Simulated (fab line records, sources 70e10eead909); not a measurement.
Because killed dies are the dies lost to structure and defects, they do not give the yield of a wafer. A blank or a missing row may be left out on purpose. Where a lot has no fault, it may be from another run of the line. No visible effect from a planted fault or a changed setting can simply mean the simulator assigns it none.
Which tool was responsible? || flow nandHarc || 36 wafers from 12 lots sampled at 3 of the route's 1302 steps

WHAT THE GAUGES SHOWED, per wafer
NHARC_P_BONDPAD_CD_MEAS_09: target cd 500 nm.
{"lot": "L075", "measured": "day 7 02:09", "on": "cdSem-02", "cdNm (nm)": "501.6 500.1 504.7"}
{"lot": "L077", "measured": "day 8 00:00", "on": "cdSem-02", "cdNm (nm)": "499.1 501.5 499.0"}
{"lot": "L079", "measured": "day 8 14:09", "on": "cdSem-02", "cdNm (nm)": "500.2 501.0 500.5"}
{"lot": "L081", "measured": "day 9 08:42", "on": "cdSem-01", "cdNm (nm)": "502.4 502.5 499.8"}
{"lot": "L083", "measured": "day 10 08:14", "on": "cdSem-03", "cdNm (nm)": "499.8 500.8 499.6"}
{"lot": "L085", "measured": "day 11 04:56", "on": "cdSem-02", "cdNm (nm)": "501.2 499.7 499.3"}
{"lot": "L087", "measured": "day 12 00:51", "on": "cdSem-03", "cdNm (nm)": "499.3 501.8 500.8"}
{"lot": "L089", "measured": "day 13 00:26", "on": "cdSem-01", "cdNm (nm)": "502.8 498.6 500.8"}
{"lot": "L091", "measured": "day 13 16:13", "on": "cdSem-02", "cdNm (nm)": "505.0 503.7 505.6"}
{"lot": "L093", "measured": "day 14 18:35", "on": "cdSem-02", "cdNm (nm)": "497.4 496.8 497.2"}
{"lot": "L095", "measured": "day 16 04:04", "on": "cdSem-01", "cdNm (nm)": "500.0 500.4 501.1"}
{"lot": "L097", "measured": "day 16 13:53", "on": "cdSem-03", "cdNm (nm)": "500.6 500.3 499.0"}

WHAT TOOL EACH LOT RAN ON (gives the tool, then ch and the chambers of the sampled wafers, and finally the start)
{"lot": "L075", "NHARC_P_M2_STRIP_18": "rieDiel-01 ch 1,3, day 6 22:09", "NHARC_P_M2_DEP_33": "pecvd-04 ch 0,1,2, day 7 00:35"}
{"lot": "L077", "NHARC_P_M2_STRIP_18": "rieDiel-05 ch 1,3, day 7 19:46", "NHARC_P_M2_DEP_33": "pecvd-02 ch 0,2, day 7 22:34"}
{"lot": "L079", "NHARC_P_M2_STRIP_18": "rieDiel-01 ch 0,1,2, day 8 10:19", "NHARC_P_M2_DEP_33": "pecvd-01 ch 0,2, day 8 12:40"}
{"lot": "L081", "NHARC_P_M2_STRIP_18": "rieDiel-01 ch 1,2, day 9 04:50", "NHARC_P_M2_DEP_33": "pecvd-01 ch 0,2, day 9 07:11"}
{"lot": "L083", "NHARC_P_M2_STRIP_18": "rieDiel-01 ch 1,2,3, day 10 04:18", "NHARC_P_M2_DEP_33": "pecvd-04 ch 0,1,2, day 10 06:43"}
{"lot": "L085", "NHARC_P_M2_STRIP_18": "rieDiel-02 ch 0,2, day 11 00:59", "NHARC_P_M2_DEP_33": "pecvd-04 ch 1,2, day 11 03:28"}
{"lot": "L087", "NHARC_P_M2_STRIP_18": "rieDiel-05 ch 0,2, day 11 21:01", "NHARC_P_M2_DEP_33": "pecvd-01 ch 1,2, day 11 23:23"}
{"lot": "L089", "NHARC_P_M2_STRIP_18": "rieDiel-02 ch 2,3, day 12 20:34", "NHARC_P_M2_DEP_33": "pecvd-02 ch 0,1,2, day 12 23:00"}
{"lot": "L091", "NHARC_P_M2_STRIP_18": "rieDiel-05 ch 1,2,3, day 13 12:08", "NHARC_P_M2_DEP_33": "pecvd-02 ch 0,2, day 13 14:34"}
{"lot": "L093", "NHARC_P_M2_STRIP_18": "rieDiel-05 ch 1,3, day 14 14:11", "NHARC_P_M2_DEP_33": "pecvd-01 ch 0,1,2, day 14 16:52"}
{"lot": "L095", "NHARC_P_M2_STRIP_18": "rieDiel-01 ch 1,2, day 16 00:04", "NHARC_P_M2_DEP_33": "pecvd-01 ch 0,1,2, day 16 02:34"}
{"lot": "L097", "NHARC_P_M2_STRIP_18": "rieDiel-05 ch 0,3, day 16 09:52", "NHARC_P_M2_DEP_33": "pecvd-01 ch 0,1, day 16 12:20"}
- NHARC_P_M2_STRIP_18: strips in N2/H2.
- NHARC_P_M2_DEP_33: deposits SiCN, target thk 30 nm.

THE ANSWER, worked out from the rows above alone
Rule: the lots themselves supply what counts as usual. The widest of any qualifying gaps counts: lots, ordered by their means at a reading, are off when they make up no more than a third of the lots, leave a main group of 4 or more, and stand apart from it by 3 or more times the standard deviation of that group's means. Not used: any main group whose means are identical at the precision the tables above print for the reading. Also off: a lot with no number at a reading for which 4 or more lots have one. Where the step has rows for the other lots, those lots are counted as sound.
No lot is off on any of the readings shown, so nothing can be concluded from this.

WHAT HAD BEEN PUT IN BY THE SIMULATOR
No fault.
